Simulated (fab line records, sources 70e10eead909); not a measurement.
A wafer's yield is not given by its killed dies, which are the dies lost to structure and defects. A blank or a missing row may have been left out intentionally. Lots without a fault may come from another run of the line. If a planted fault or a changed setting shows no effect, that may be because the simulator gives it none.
Problem report in the 8D (eight disciplines) form, filled by code | flow nand harc | the parts of the form that need people (team, actions taken, sign-off) are left out

1. THE ISSUE
run length s at NHARC_A_M0_ETCH_15 reads a mean of 98.0 s on 2 wafers of 2 lots; wafers without a fault read 103.8 s with a standard deviation of 0.45. That is -13 standard deviations from the usual mean.
The step: etches the open film in C4F8/Ar, target depth 150 nm, overetch 15 nm, time 82.5 s.
The first sign was on wafer L208.1 at day 20 10:21, on rie diel-12. At this step, 42 wafers from 14 lots have a number in the record. Rule for "out" (also "out of limits"): further than 4 standard deviations from the usual mean. All remaining wafers that have a number are taken as sound.

2. WHAT IT IS; WHAT IT IS NOT
question                    | is                | is not
which readings at this step | run length s      | rf vpp V
which lots                  | L208, L209        | L196, L197, L198, L200, L201, L202, L203, L204, L215, L216, L217, L218
which wafers of those lots  | L208.1, L209.1    | L208.2, L208.4, L209.4, L209.5
read on which tools         | rie diel-12       | rie diel-05, rie diel-10
when                        | from day 20 10:21 | up to then (26 sound wafers); but 14 sound wafers of L209, L215, L216, L217, L218 came after

3. WHAT RULES OUT EACH SUSPECT
Counting: a tool at a process step up to the reading stays a suspect if it ran every lot that is out. Sound lots after the first of them don't rule it out here, since some wafers of a struck lot are sound.
- rie diel-12 at NHARC_A_M0_DESCUM_14 (chemistry O2, time 3 s): kept. Ran every lot that is out, first one L208 (day 20 10:08); last sound lot up to then L204 (day 19 10:07).
- rie diel-12 at NHARC_A_M0_ETCH_34 (etches the open film in N2/H2, target depth 40 nm, overetch 12 nm, time 43.94 s): kept. Ran every lot that is out, first one L208 (day 20 10:15); last sound lot up to then L204 (day 19 10:13).
- rie diel-12 at NHARC_A_M0_ETCH_15 (etches the open film in C4F8/Ar, target depth 150 nm, overetch 15 nm, time 82.5 s): kept. Ran every lot that is out, first one L208 (day 20 10:21); last sound lot up to then L204 (day 19 10:18). Its own run length s readings are out on those wafers.
- In rie diel-12 at NHARC_A_M0_ETCH_15, the wafers that are out were processed in chamber 0 and their sound lot-mates in chambers 1, 3.
The count leaves rie diel-12 at NHARC_A_M0_DESCUM_14, rie diel-12 at NHARC_A_M0_ETCH_34, and rie diel-12 at NHARC_A_M0_ETCH_15.

4. THE CAUSE (what the simulator had put in)
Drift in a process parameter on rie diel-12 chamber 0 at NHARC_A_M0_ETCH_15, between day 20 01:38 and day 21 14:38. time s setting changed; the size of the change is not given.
After counting, 3 suspects remain, this tool included.

5. THE EFFECT CHAIN, in route order
Each row: a reading whose mean over the struck wafers that have a number lies more than 3 standard deviations from the usual. Only readings for which the record gives a usual standard deviation are gone through. hours: the time from each lot's start at the first step in this table that gives one to its start at this step, as a median over the lots. sigmas: the change in usual standard deviations.
hours | step               | reading      | usual   | on struck wafers | change | sigmas
0     | NHARC_A_M0_ETCH_15 | run length s | 103.8 s | 98.0             | -5.8   | -13
Its process steps:
- NHARC_A_M0_ETCH_15: etches the open film in C4F8/Ar, target depth 150 nm, overetch 15 nm, time 82.5 s.

6. HOW IT WOULD HAVE BEEN CAUGHT EARLIER
First out-of-limits reading in this record: day 20 10:21, which is 9 hours after fault onset at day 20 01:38.
